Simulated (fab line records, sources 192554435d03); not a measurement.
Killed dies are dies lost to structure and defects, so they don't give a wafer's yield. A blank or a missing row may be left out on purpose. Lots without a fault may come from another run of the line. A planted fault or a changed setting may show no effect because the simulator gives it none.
A struck lot beside a sound one | flow n5_finfet | 16 steps out of a route of 1938
Sound: wafers L263.2, L263.3, L263.6. Struck: wafer L274.5. (L274.2 of the same lot was not struck and is left out.) The cause comes at the end.
At each step with rows: each side's tool, then ch and its chambers, then its first start. Under that, the readings that differ: sound wafers | struck wafers | difference of the means | sigmas: that difference in standard deviations of wafers without a fault.
alike: readings whose means differ by less than 2 such deviations, and words and numbers that are the same on both sides. not compared: withheld readings, readings that some wafer has no value for, bounds like >300 that may hide the same value, and numbers for which the record gives no deviation and whose values overlap.
The two part at a step that has a row with sigmas, a row that says differs or no value, or rows on one side only. Numbers that don't overlap but have no deviation are shown without sigmas and don't part them. A reading that every wafer of one side lacks parts them only if that side has two wafers or more.

first, 8 steps without rows for these wafers: N5_MOL_CONTACT_COAG_COAT_63 (time 60 s, resist thk 10 nm); N5_MOL_CONTACT_COAG_COAT_64 (time 60 s, resist thk 10 nm); N5_MOL_CONTACT_COAG_COAT_34 (resist thk 40 nm); N5_MOL_CONTACT_COAG_EBR_36; N5_MOL_CONTACT_COAG_SOFTBAKE_35 (time 60 s); N5_MOL_CONTACT_COAG_EXPOSE_37 (exposes mask VD, defocus 0 nm); N5_MOL_CONTACT_COAG_PEB_38 (peb time 60 s); N5_MOL_CONTACT_COAG_DEVELOP_39 (develop time 30 s).
N5_MOL_CONTACT_COAG_CD_MEAS_40: target cd 25.1 nm.
  sound on cd_sem-02 ch 0, day 5 22:56; struck on cd_sem-01 ch 0, day 8 22:29
  alike: cd_nm
N5_MOL_CONTACT_COAG_OVL_MEAS_41:
  sound on overlay-02 ch 0, day 5 22:58; struck on overlay-02 ch 0, day 8 22:31
  alike: VD_OVL
N5_MOL_CONTACT_COAG_INSPECT_42: inspects for defects (brightfield).
  sound on defect_inspect-02, day 5 23:01; struck on defect_inspect-02, day 8 22:35
  alike: raw_defect_count
N5_MOL_CONTACT_COAG_DESCUM_45: chemistry O2, time 7 s.
  sound on rie_diel-04 ch 0,1, day 5 23:03; struck on rie_diel-04 ch 0, day 8 22:54
  alike: drypump_motor_current_A, o2_flow_sccm, oes_product_au, rf_vpp_V, showerhead_plenum_p_Torr, throttle_valve_pct
  not compared: rf_hours_counter_h
N5_MOL_CONTACT_COAG_ETCH_65: etches underlayer in N2/H2, target depth 13 nm, time 10.4 s.
  sound on rie_diel-04 ch 0,1, day 5 23:05; struck on rie_diel-04 ch 0, day 8 22:56
  reading               | sound             | struck | difference | sigmas
  etch_rf_on_time_s (s) | 11.04 10.40 11.00 | 7.54   | -3.27      | -17
  oes_product_au (a.u.) | 0.57 0.67 0.57    | 0.79   | +0.19      | +2
  alike: drypump_motor_current_A, h2_flow_sccm, rf_vpp_V, showerhead_plenum_p_Torr, throttle_valve_pct
  not compared: rf_hours_counter_h
N5_MOL_CONTACT_COAG_ETCH_66: etches SiARC in CF4, target depth 13 nm, time 21.7 s.
  sound on rie_diel-04 ch 0,1, day 5 23:06; struck on rie_diel-04 ch 0, day 8 22:57
  reading               | sound          | struck | difference | sigmas
  etch_rf_on_time_s (s) | 23.5 22.0 23.3 | 22.0   | -0.9       | -3
  alike: drypump_motor_current_A, oes_product_au, rf_vpp_V, showerhead_plenum_p_Torr, throttle_valve_pct
  not compared: rf_hours_counter_h
-- the record jumps here: 5 days lie between the struck wafers' starts before and after (it left off in module MOL_CONTACT_COAG and takes up again in module BEOL_M4, whose first step shown is number 1111 of the route) --
N5_BEOL_M4_RC_MEAS_101:
  sound on prober-02 ch 0, day 10 23:17; struck on prober-01 ch 0, day 14 05:50
  reading        | sound             | struck | difference | sigmas
  DIBL_N (mV/V)  | 33.8 35.6 33.1    | 39.5   | +5.3       | +3
  IOFF_N (nA/um) | 0.127 0.156 0.128 | 0.226  | +0.089     | +3
  IOFF_P (nA/um) | 0.164 0.179 0.163 | 0.231  | +0.062     | +2
  SS_N (mV/dec)  | 71.2 71.8 71.4    | 72.9   | +1.4       | +2
  VT_N (mV)      | 253 251 252       | 246    | -6         | -2
  VT_P (mV)      | -257 -255 -255    | -248   | +8         | +2
  alike: DIBL_P, ION_N, ION_P, SS_P
N5_PASSIVATION_PROBE_49:
  the record has rows for the sound wafers here (prober-01, day 15 01:55) and none for the struck ones

WHERE THEY PART
First at N5_MOL_CONTACT_COAG_ETCH_65; last, within this record, at N5_PASSIVATION_PROBE_49.

WHY: what the simulator had put in
Process parameter drift: rie_diel-04, from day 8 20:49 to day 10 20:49, at N5_MOL_CONTACT_COAG_ETCH_65. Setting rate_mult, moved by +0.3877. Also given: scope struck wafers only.
